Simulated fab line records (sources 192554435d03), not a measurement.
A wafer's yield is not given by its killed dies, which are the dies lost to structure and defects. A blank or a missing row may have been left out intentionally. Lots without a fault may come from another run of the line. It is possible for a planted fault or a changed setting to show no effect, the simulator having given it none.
Split-lot experiment | flow n5-finfet | 21 wafers read across 7 lots, on a route 1938 steps long

== THE SPLIT ITSELF ==
At N5_PASSIVATION_ETCH_54 (etches SiO2 in CHF3/O2, target depth 880 nm, time 440 s), the setting time-s was moved away from the recipe's 440 s on 5 of the 21 wafers read, by -14.8% to +12.0%. This setting was run at the recipe's value on the other wafers.

The reading is taken at the split's own step.

== THE READING ==
PASSIVATION.feature-depth-nm (the simulator's own value, which no gauge read), in nm, at N5_PASSIVATION_ETCH_54 (etches SiO2 in CHF3/O2, target depth 880 nm, time 440 s). The file does not state a usual value for it. The 16 wafers here that ran the recipe average 886.0 nm, standard deviation 17 nm.

wafer  | tool, chamber at the split | time-s as run, s | against the recipe | PASSIVATION.feature-depth-nm, nm | against lot-mates on the recipe
L078.1 | rie-diel-01, 1             | 440              | recipe             | 872.6                            | -
L078.2 | rie-diel-01, 0             | 440              | recipe             | 863.8                            | -
L078.6 | rie-diel-01, 3             | 440              | recipe             | 878.8                            | -
L077.3 | rie-diel-02, 1             | 440              | recipe             | 872.6                            | -
L077.5 | rie-diel-02, 2             | 440              | recipe             | 900.6                            | -
L077.6 | rie-diel-02, 1             | 465.2            | +5.7%              | 922.4                            | +35.8
L082.3 | rie-diel-06, 3             | 440              | recipe             | 915                              | -
L082.4 | rie-diel-06, 1             | 440              | recipe             | 909.8                            | -
L082.5 | rie-diel-06, 1             | 492.8            | +12.0%             | 1022                             | +109.6
L090.1 | rie-diel-02, 0             | 440              | recipe             | 887.8                            | -
L090.3 | rie-diel-02, 2             | 440              | recipe             | 902.8                            | -
L090.6 | rie-diel-02, 3             | 440              | recipe             | 892.2                            | -
L092.1 | rie-diel-02, 2             | 440              | recipe             | 884.6                            | -
L092.2 | rie-diel-02, 3             | 440              | recipe             | 885.6                            | -
L092.6 | rie-diel-02, 0             | 440              | recipe             | 870                              | -
L095.3 | rie-diel-02, 1             | 440              | recipe             | 857.2                            | -
L095.5 | rie-diel-02, 0             | 467.6            | +6.3%              | 926.2                            | +59.1
L095.6 | rie-diel-02, 3             | 440              | recipe             | 877                              | -
L094.3 | rie-diel-06, 3             | 440              | recipe             | 906.2                            | -
L094.4 | rie-diel-06, 0             | 375              | -14.8%             | 773.2                            | -133.0
L094.6 | rie-diel-06, 2             | 375              | -14.8%             | 753                              | -153.2

FIT RESULTS
A straight line over all 21 wafers: PASSIVATION.feature-depth-nm changes by +8.78 nm for each +1% of time-s; r = +0.94; the points scatter about the line by 18 nm.
The same after taking each lot's own level away (the mean of its wafers on the recipe; 21 wafers): +9.36 nm for each +1%; r = +0.99; scatter 8.9 nm.
Per that fit: largest time-s move, reading shift of 1.4e+02 nm.
Across the lots, their own levels run from 867.10 to 912.40 nm, a range of 2.7 times the standard deviation given above.
Consequently the slope shifts little with the lot-to-lot level, the two slopes agreeing.
Check: with one of the wafers moved furthest among these (-14.8%) left out of the fit, the line predicts -144 nm for it against its lot-mates. Against them it came out at -133 nm.

== THE WHOLE CHAIN: every reading that the file lists as answering this split, in the file's order ==
step                   | what it does                                            | reading                                                                       | change (the file's fit)              | r (the file's)
N5_PASSIVATION_ETCH_54 | etches SiO2 in CHF3/O2, target depth 880 nm, time 440 s | etch.depth-nm (the simulator's own value, which no gauge read)                | +9.21 nm for each +1% of the setting | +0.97
N5_PASSIVATION_ETCH_54 | etches SiO2 in CHF3/O2, target depth 880 nm, time 440 s | PASSIVATION.feature-depth-nm (the simulator's own value, which no gauge read) | +9.21 nm for each +1% of the setting | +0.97

== FILE'S OWN FIT ==
PASSIVATION.feature-depth-nm changes by +9.21 nm for each +1% of time-s, r = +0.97.
